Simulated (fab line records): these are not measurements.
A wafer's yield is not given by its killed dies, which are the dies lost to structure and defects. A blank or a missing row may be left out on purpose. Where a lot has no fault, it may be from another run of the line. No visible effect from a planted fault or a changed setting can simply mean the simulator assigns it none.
Chamber matching | flow n5 finfet | N5_BEOL_M3_ETCH_63 on rie diel-05 has 4 sister chambers
The step etches SiARC in CF4, target depth 15.6 nm, time 26 s. 4 wafers are shown with their chamber, then 12 later ones without.

WAFERS, EACH WITH ITS CHAMBER
wafer  | chamber | etch rf on time s (s)
L079.6 | 3       | 26.2
L087.6 | 0       | 26.2
L089.4 | 1       | 25.3
L089.6 | 2       | 26.0

WAFERS WHOSE CHAMBER IS MISSING
wafer  | etch rf on time s (s)
L090.1 | 25.1
L090.2 | 25.8
L090.5 | 25.1
L093.1 | 25.4
L093.4 | 26.1
L093.6 | 26.4
L092.1 | 26.4
L092.3 | 26.1
L092.6 | 25.6
L096.1 | 26.2
L096.3 | 25.4
L096.5 | 26.2

WHICH CHAMBER EACH WENT THROUGH
wafer  | from the rows above               | in truth
L090.1 | 1                                 | 1
L090.2 | can't be placed: 2 or 0 or 3 or 1 | 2
L090.5 | 1                                 | 1
L093.1 | 1                                 | 1
L093.4 | can't be placed: 0 or 3 or 2      | 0
L093.6 | can't be placed: 0 or 3 or 2      | 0
L092.1 | can't be placed: 0 or 3 or 2      | 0
L092.3 | can't be placed: 0 or 3 or 2      | 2
L092.6 | can't be placed: 1 or 2 or 0 or 3 | 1
L096.1 | can't be placed: 0 or 3 or 2      | 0
L096.3 | 1                                 | 1
L096.5 | can't be placed: 0 or 3 or 2      | 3
Correct placement for 4 of the 12. Can't be placed from these rows: 8 (the true chamber is among the candidates in 8). Number placed wrongly: 0.
How it was worked out, from the rows above alone: a wafer's distance from a chamber is the root of the sum, over the readings, of the square of ((its reading less the chamber's mean) divided by the reading's scatter). If the next closest chamber is less than 2 further off than the closest, the wafer can't be placed; otherwise it belongs to the closest. Each chamber's mean is taken over the wafers shown for it. The scatter: root of mean squared gap, hidden wafer to nearest shown wafer, with one shown wafer a chamber.
